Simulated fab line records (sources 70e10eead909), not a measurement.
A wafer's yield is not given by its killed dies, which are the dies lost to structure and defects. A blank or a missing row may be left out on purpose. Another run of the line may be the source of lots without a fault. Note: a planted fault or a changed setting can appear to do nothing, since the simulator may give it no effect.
Comparing a struck lot with a sound one :: flow nandHarc :: 15 steps out of a route of 1302
Sound: these wafers, L196.3, L196.4, L196.6. Struck: wafers L206.4, L206.5. (L206.1 of the same lot was not struck and is left out.) The cause comes at the end.
Each step with rows lists, per side, the tool, then ch with its chambers, then its first start. Under that, the readings that differ: sound wafers :: struck wafers :: difference of the means :: sigmas: that difference in standard deviations of wafers without a fault.
alike: readings with means less than 2 such deviations apart, plus words and numbers identical on both sides. not compared: withheld readings, readings lacking a value on some wafer, bounds such as >300 that could conceal the same value, and numbers that have no deviation in the record and whose values overlap.
The two part at a step that has a row with sigmas, a row that says differs or no value, or rows on one side only. Numbers that have no deviation but don't overlap get no sigmas and don't part them. A reading missing from all wafers of one side parts the sides only when that side holds two or more wafers.

NHARC_A_DECK1_JOINT_ETCHBACK_00: etches the open film in HBr, target depth 30 nm, time 17.4 s.
  sound on rieSi-05 ch 0,3, day 11 22:36; struck on rieSi-03 ch 0,2, day 16 01:52
reading: drypumpMotorCurrentA (A)
sound: 5.3 5.3 5.3
struck: 6.3 6.6
difference: +1.1
sigmas: +2
  alike: biasW, oesProductAu, throttleValvePct
  not compared: rfHoursCounterH
then, 8 steps without rows for these wafers: NHARC_A_DECK1_JOINT_PRECLEAN_30 (cleans in SC1); NHARC_A_DECK1_JOINT_SRD_31; NHARC_A_DECK1_JOINT_CVD_34 (deposits SiNx, target thk 20 nm); NHARC_A_DECK1_JOINT_DEP_06 (deposits SiOx, target thk 80 nm); NHARC_A_DECK1_JOINT_CURE_26 (time 32 s); NHARC_A_DECK1_JOINT_ANNEAL_27 (time 3600 s); NHARC_A_DECK1_JOINT_ANNEAL_28 (time 1800 s); NHARC_A_DECK1_JOINT_ANNEAL_29 (time 1800 s).
NHARC_A_DECK1_JOINT_CMP_02: polishes SiOx.
  sound on cmp-03 ch 0,1,3, day 12 23:06; struck on cmp-04 ch 0,3, day 17 03:37
  alike: motorCurrentA
next, for these wafers, 1 step has no rows: NHARC_A_DECK1_JOINT_SRD_15.
NHARC_A_DECK1_JOINT_DEP_16: deposits SiO2, target thk 45 nm.
  sound on pecvd-01 ch 0,2, day 12 23:26; struck on pecvd-01 ch 0,2, day 17 04:02
  alike: chamberPressureTorr, heaterPowerW, throttleValvePct
NHARC_A_DECK1_JOINT_THK_MEAS_17: measures by ellipsometry.
  sound: filmMetro-01 at day 12 23:43; struck: filmMetro-01 at day 17 04:17
reading: thkNm (nm)
sound: 44.9 45.6 45.7
struck: 50.9 49.5
difference: +4.8
sigmas: +4
NHARC_A_DECK1_JOINT_INSPECT_05:
  sound: defectInspect-01 at day 12 23:46; struck: defectInspect-01 at day 17 04:19
  alike: rawDefectCount
-- break in the record here, with 12 days between the starts of the struck wafers on either side (left off in module A_DECK1_JOINT, picked up again in module END, where the first step shown is number 1302 on the route) --
NHARC_END_SORT_01:
  sound on prober-01 ch 0, day 24 20:01; struck on prober-02 ch 0, day 29 07:58
reading: killedAtOther
sound: 5 2 2
struck: 0 0
difference: -3
sigmas: -2

reading: killedAtPeriphery
sound: 1 1 1
struck: 4 8
difference: +5
sigmas: +2
  alike: killedAtArray, killedDies, killedOpen, killedShort

== WHERE THEY PART ==
Last at NHARC_END_SORT_01 as far as this record goes, first at NHARC_A_DECK1_JOINT_ETCHBACK_00.

WHY: the cause the simulator had injected
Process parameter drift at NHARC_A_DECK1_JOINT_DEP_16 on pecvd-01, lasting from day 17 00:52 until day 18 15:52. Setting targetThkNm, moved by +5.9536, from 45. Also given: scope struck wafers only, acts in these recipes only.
